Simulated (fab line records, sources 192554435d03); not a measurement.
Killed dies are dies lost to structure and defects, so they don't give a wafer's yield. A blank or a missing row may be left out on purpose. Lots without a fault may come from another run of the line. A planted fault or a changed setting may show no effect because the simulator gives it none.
Chamber matching | flow n5_finfet | N5_HKMG_FIN_ALD_21 on ald_metal-02: 4 sister chambers
The step deposits TiN, target thk 1.5 nm, pulse time 1 s, purge time 3 s. 14 wafers are shown with their chamber, then 7 later ones without.

WAFERS WITH THEIR CHAMBER
wafer  | chamber | heater_power_w (W) | heater_power_outer_w (W) | precursor_pulse_height_rel
L075.1 | 0       | 1057               | 641                      | 1.024
L075.4 | 2       | 850                | 536                      | 1.018
L075.5 | 0       | 1060               | 640                      | 0.982
L076.3 | 2       | 852                | 533                      | 0.988
L076.4 | 3       | 893                | 567                      | 0.970
L076.5 | 2       | 832                | 536                      | 1.010
L077.3 | 2       | 849                | 529                      | 1.026
L077.4 | 0       | 1054               | 644                      | 1.003
L077.5 | 0       | 1046               | 643                      | 1.039
L082.1 | 1       | 822                | 505                      | 0.959
L082.4 | 0       | 1048               | 638                      | 0.995
L082.6 | 2       | 823                | 536                      | 0.981
L085.1 | 3       | 895                | 552                      | 1.000
L085.3 | 0       | 1040               | 629                      | 1.003

SIGNATURES (means of the wafers above)
reading                    | chamber 0 | chamber 1 | chamber 2 | chamber 3 | scatter within a chamber
heater_power_w             | 1050.83   | 822.00    | 841.20    | 894.00    | 9.77
heater_power_outer_w       | 639.17    | 505.00    | 534.00    | 559.50    | 5.45
precursor_pulse_height_rel | 1.00767   | 0.95900   | 1.00460   | 0.98500   | 0.0202
Rule: a wafer's distance from a chamber is the root of the sum, over the readings, of the square of ((its reading less the chamber's mean) divided by the reading's scatter). The wafer belongs to the nearest chamber; if the next one is less than 2 further off, it can't be placed. The scatter: the root of (the sum of the squares of (reading less its chamber's mean) over the shown wafers, divided by (wafers less chambers)).

WAFERS WITHOUT THEIR CHAMBER
wafer  | heater_power_w (W) | heater_power_outer_w (W) | precursor_pulse_height_rel
L085.6 | 841                | 529                      | 1.002
L092.1 | 816                | 516                      | 0.998
L092.3 | 909                | 555                      | 1.006
L092.6 | 918                | 560                      | 0.998
L093.3 | 803                | 514                      | 0.980
L093.5 | 805                | 516                      | 0.986
L093.6 | 852                | 539                      | 0.999

WHICH CHAMBER EACH WENT THROUGH
wafer  | from the rows above     | in truth
L085.6 | 2                       | 2
L092.1 | can't be placed: 1 or 2 | 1
L092.3 | 3                       | 3
L092.6 | 3                       | 3
L093.3 | 1                       | 1
L093.5 | 1                       | 1
L093.6 | 2                       | 2
Placed correctly: 6 of 7. Can't be placed from these rows: 1 (the true chamber is among the candidates in 1). Placed wrongly: 0.
